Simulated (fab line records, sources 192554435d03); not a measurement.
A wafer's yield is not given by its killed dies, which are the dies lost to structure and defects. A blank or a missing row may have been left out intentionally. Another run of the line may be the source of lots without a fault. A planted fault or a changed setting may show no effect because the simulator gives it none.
A struck lot beside a sound one | flow n5_finfet | 15 out of 1938 route steps
Sound: the wafers L169.2, L169.3, L169.5. Struck: wafer L176.4. (L176.3 of the same lot was not struck and is left out.) The cause comes at the end.
Each step with rows lists, per side, the tool, then ch with its chambers, then its first start. Under that, the readings that differ: sound wafers | struck wafers | difference of the means | sigmas: that difference in standard deviations of wafers without a fault.
alike: same words and numbers on both sides, and readings whose means sit less than 2 such deviations apart. not compared: any withheld reading, any reading some wafer has no value for, any bound like >300 that may hide the same value, and any number with overlapping values for which the record gives no deviation.
The two part at a step that has a row with sigmas, a row that says differs or no value, or rows on one side only. Numbers that have no deviation but don't overlap get no sigmas and don't part them. A reading missing from all wafers of one side parts the sides only when that side holds two or more wafers.

first, 8 steps without rows for these wafers: N5_BEOL_M15_COAT_58 (time 60 s, resist thk 89 nm); N5_BEOL_M15_COAT_04 (resist thk 800 nm); N5_BEOL_M15_EBR_06; N5_BEOL_M15_SOFTBAKE_05 (time 60 s); N5_BEOL_M15_EXPOSE_07 (exposes mask V14); N5_BEOL_M15_PEB_08 (peb time 90 s); N5_BEOL_M15_DEVELOP_09 (develop time 45 s); N5_BEOL_M15_HARDBAKE_14 (time 120 s).
N5_BEOL_M15_CD_MEAS_10: the cd target is 360 nm.
  sound on cd_sem-01 ch 0, day 12 20:36; struck on cd_sem-01 ch 0, day 14 17:48
  alike: cd_nm
N5_BEOL_M15_OVL_MEAS_11:
  sound on overlay-01 ch 0, day 12 20:38; struck on overlay-02 ch 0, day 14 17:50
  alike: V14_OVL
N5_BEOL_M15_INSPECT_12: inspects for defects (macro).
  struck on defect_inspect-02, day 14 17:51; sound on defect_inspect-01, day 12 20:40
  alike: raw_defect_count
N5_BEOL_M15_DESCUM_15: chemistry O2, time 7.9 s.
  sound on rie_diel-03 ch 0,1,2, day 12 20:43; struck on rie_diel-06 ch 0, day 14 18:08
  alike: drypump_motor_current_A, oes_product_au, rf_fwd_power_W, rf_vpp_V, showerhead_plenum_p_Torr, throttle_valve_pct
  not compared: rf_hours_counter_h
N5_BEOL_M15_ETCH_59: etches BARC in N2/H2, target depth 89 nm, overetch 26.7 nm, time 67.9 s.
  sound on rie_diel-03 ch 0,1,2, day 12 20:45; struck on rie_diel-06 ch 0, day 14 18:10
  reading                                    | sound             | struck | difference | sigmas
  model.coat_of_BEOL_M15_COAT_04.thk_nm (nm) | 716.4 718.4 719.8 | 728.4  | +10.2      |
  alike: drypump_motor_current_A, oes_product_au, rf_fwd_power_W, rf_vpp_V, showerhead_plenum_p_Torr, throttle_valve_pct
  not compared: rf_hours_counter_h
N5_BEOL_M15_VIA_ETCH_16: etches SiO2 in C4F8/O2/Ar, target depth 1792.2 nm.
  sound on rie_diel-03 ch 0,1,2, day 12 20:48; struck on rie_diel-06 ch 0, day 14 18:13
  alike: drypump_motor_current_A, oes_product_au, rf_fwd_power_W, rf_vpp_V, showerhead_plenum_p_Torr, throttle_valve_pct
then, 1 step without rows for these wafers: N5_PASSIVATION_PROBE_49.

WHERE THEY PART
Nowhere in this record.

WHY: whatever the simulator had introduced
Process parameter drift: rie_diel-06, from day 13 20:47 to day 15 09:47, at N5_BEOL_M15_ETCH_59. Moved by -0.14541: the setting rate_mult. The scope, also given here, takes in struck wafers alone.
